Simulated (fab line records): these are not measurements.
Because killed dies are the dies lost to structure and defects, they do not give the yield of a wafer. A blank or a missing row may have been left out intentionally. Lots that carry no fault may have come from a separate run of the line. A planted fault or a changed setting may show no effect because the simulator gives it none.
Lot-split experiment :: flow n5Finfet :: on a route of 1938 steps: 7 lots, 21 wafers read

ABOUT THE SPLIT
At N5_BEOL_M2_DEP_57 (deposits SiCN from 3MS/NH3, target thk 8 nm, time 14 s), the setting timeS was moved away from the recipe's 14 s on 6 of the 21 wafers read, by +6.1% to +13.6%. This setting was run at the recipe's value on the other wafers.

The reading comes from the split's own step.

THE READING
SiCN_of_BEOL_M2_DEP_57.thkNm (the simulator's own value, which no gauge read), in nm, at N5_BEOL_M2_DEP_57 (deposits SiCN from 3MS/NH3, target thk 8 nm, time 14 s). No usual value for it is given in the file. Here, 15 wafers ran the recipe; their average is 7.9 nm with a standard deviation of 0.14 nm.

wafer: L074.1
tool, chamber at the split: pecvd-02, 1
timeS as run, s: 15.88
against the recipe: +13.4%
SiCN_of_BEOL_M2_DEP_57.thkNm, nm: 9
against lot-mates on the recipe: +0.9

wafer: L074.4
tool, chamber at the split: pecvd-02, 0
timeS as run, s: 14
against the recipe: recipe
SiCN_of_BEOL_M2_DEP_57.thkNm, nm: 8.2
against lot-mates on the recipe: -

wafer: L074.5
tool, chamber at the split: pecvd-02, 2
timeS as run, s: 14
against the recipe: recipe
SiCN_of_BEOL_M2_DEP_57.thkNm, nm: 8
against lot-mates on the recipe: -

wafer: L077.1
tool, chamber at the split: pecvd-01, 2
timeS as run, s: 15.53
against the recipe: +10.9%
SiCN_of_BEOL_M2_DEP_57.thkNm, nm: 8.8
against lot-mates on the recipe: +1.0

wafer: L077.3
tool, chamber at the split: pecvd-01, 1,0
timeS as run, s: 14
against the recipe: recipe
SiCN_of_BEOL_M2_DEP_57.thkNm, nm: 7.8
against lot-mates on the recipe: -

wafer: L077.4
tool, chamber at the split: pecvd-01, 1,0
timeS as run, s: 14
against the recipe: recipe
SiCN_of_BEOL_M2_DEP_57.thkNm, nm: 7.8
against lot-mates on the recipe: -

wafer: L079.1
tool, chamber at the split: pecvd-01, 1,0
timeS as run, s: 14
against the recipe: recipe
SiCN_of_BEOL_M2_DEP_57.thkNm, nm: 8
against lot-mates on the recipe: -

wafer: L079.3
tool, chamber at the split: pecvd-01, 1,0
timeS as run, s: 14
against the recipe: recipe
SiCN_of_BEOL_M2_DEP_57.thkNm, nm: 8
against lot-mates on the recipe: -

wafer: L079.2
tool, chamber at the split: pecvd-01, 2
timeS as run, s: 14
against the recipe: recipe
SiCN_of_BEOL_M2_DEP_57.thkNm, nm: 7.8
against lot-mates on the recipe: -

wafer: L084.1
tool, chamber at the split: pecvd-01, 0,2
timeS as run, s: 14.86
against the recipe: +6.1%
SiCN_of_BEOL_M2_DEP_57.thkNm, nm: 8.4
against lot-mates on the recipe: +0.4

wafer: L084.6
tool, chamber at the split: pecvd-01, 0,2
timeS as run, s: 14.86
against the recipe: +6.1%
SiCN_of_BEOL_M2_DEP_57.thkNm, nm: 8.4
against lot-mates on the recipe: +0.4

wafer: L084.3
tool, chamber at the split: pecvd-01, 1
timeS as run, s: 14
against the recipe: recipe
SiCN_of_BEOL_M2_DEP_57.thkNm, nm: 8
against lot-mates on the recipe: -

wafer: L085.2
tool, chamber at the split: pecvd-04, 1
timeS as run, s: 14
against the recipe: recipe
SiCN_of_BEOL_M2_DEP_57.thkNm, nm: 7.8
against lot-mates on the recipe: -

wafer: L085.4
tool, chamber at the split: pecvd-04, 1,0
timeS as run, s: 14
against the recipe: recipe
SiCN_of_BEOL_M2_DEP_57.thkNm, nm: 8
against lot-mates on the recipe: -

wafer: L085.5
tool, chamber at the split: pecvd-04, 1,0
timeS as run, s: 14
against the recipe: recipe
SiCN_of_BEOL_M2_DEP_57.thkNm, nm: 8
against lot-mates on the recipe: -

wafer: L088.1
tool, chamber at the split: pecvd-01, 0
timeS as run, s: 15.9
against the recipe: +13.6%
SiCN_of_BEOL_M2_DEP_57.thkNm, nm: 9
against lot-mates on the recipe: +0.9

wafer: L088.4
tool, chamber at the split: pecvd-01, 0
timeS as run, s: 14
against the recipe: recipe
SiCN_of_BEOL_M2_DEP_57.thkNm, nm: 8
against lot-mates on the recipe: -

wafer: L088.5
tool, chamber at the split: pecvd-01, 1
timeS as run, s: 14
against the recipe: recipe
SiCN_of_BEOL_M2_DEP_57.thkNm, nm: 8.2
against lot-mates on the recipe: -

wafer: L096.1
tool, chamber at the split: pecvd-04, 0
timeS as run, s: 15.85
against the recipe: +13.2%
SiCN_of_BEOL_M2_DEP_57.thkNm, nm: 8.6
against lot-mates on the recipe: +0.8

wafer: L096.3
tool, chamber at the split: pecvd-04, 2,1
timeS as run, s: 14
against the recipe: recipe
SiCN_of_BEOL_M2_DEP_57.thkNm, nm: 7.8
against lot-mates on the recipe: -

wafer: L096.6
tool, chamber at the split: pecvd-04, 2,1
timeS as run, s: 14
against the recipe: recipe
SiCN_of_BEOL_M2_DEP_57.thkNm, nm: 7.8
against lot-mates on the recipe: -
The file does not say which wafer passed through which chamber wherever a row lists several chambers: such a row stands for several wafers.

FIT RESULTS
A straight line over all 21 wafers: SiCN_of_BEOL_M2_DEP_57.thkNm changes by +0.0706 nm for each +1% of timeS; r = +0.94; the points scatter about the line by 0.14 nm.
The same after taking each lot's own level away (the mean of its wafers on the recipe; 21 wafers): +0.069 nm for each +1%; r = +0.97; scatter 0.094 nm.
That fit puts the effect of the largest move of timeS on the reading at 0.94 nm.
The span of the lots' own levels, 7.80 to 8.10 nm, comes to 2.2 times the standard deviation stated above.
The two slopes agree, so the slope changes little with the lot-to-lot level.
Check: with one of the wafers moved furthest among these (+13.6%) left out of the fit, the line predicts +0.95 nm for it against its lot-mates. Against them it came out at +0.9 nm.

ADDITIONAL SPLITS CARRIED BY THESE WAFERS
Before the reading, these wafers also passed through other splits. Each is held against what the fit with the lots' levels taken away leaves over:
other split on the same wafers: N5_MOL_CONTACT_COAG_COAT_02 spinRpm
wafers away from the commonest value: 11
r with SiCN_of_BEOL_M2_DEP_57.thkNm (lot level and that fit taken away): -0.13

other split on the same wafers: N5_MOL_CONTACT_COAG_ALD_27 aldCycles
wafers away from the commonest value: 10
r with SiCN_of_BEOL_M2_DEP_57.thkNm (lot level and that fit taken away): -0.28

other split on the same wafers: N5_MOL_CONTACT_COAG_ALD_133 aldCycles
wafers away from the commonest value: 4
r with SiCN_of_BEOL_M2_DEP_57.thkNm (lot level and that fit taken away): -0.03

other split on the same wafers: N5_BEOL_M1_ILD_DEP_00 timeS
wafers away from the commonest value: 7
r with SiCN_of_BEOL_M2_DEP_57.thkNm (lot level and that fit taken away): +0.19

other split on the same wafers: N5_BEOL_M1_DESCUM_33 timeS
wafers away from the commonest value: 9
r with SiCN_of_BEOL_M2_DEP_57.thkNm (lot level and that fit taken away): -0.13

other split on the same wafers: N5_BEOL_M2_COAT_22 spinRpm
wafers away from the commonest value: 5
r with SiCN_of_BEOL_M2_DEP_57.thkNm (lot level and that fit taken away): -0.20

other split on the same wafers: N5_BEOL_M2_ALD_98 aldCycles
wafers away from the commonest value: 8
r with SiCN_of_BEOL_M2_DEP_57.thkNm (lot level and that fit taken away): +0.30

FILE'S OWN FIT
SiCN_of_BEOL_M2_DEP_57.thkNm changes by +0.0693 nm for each +1% of timeS, r = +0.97.
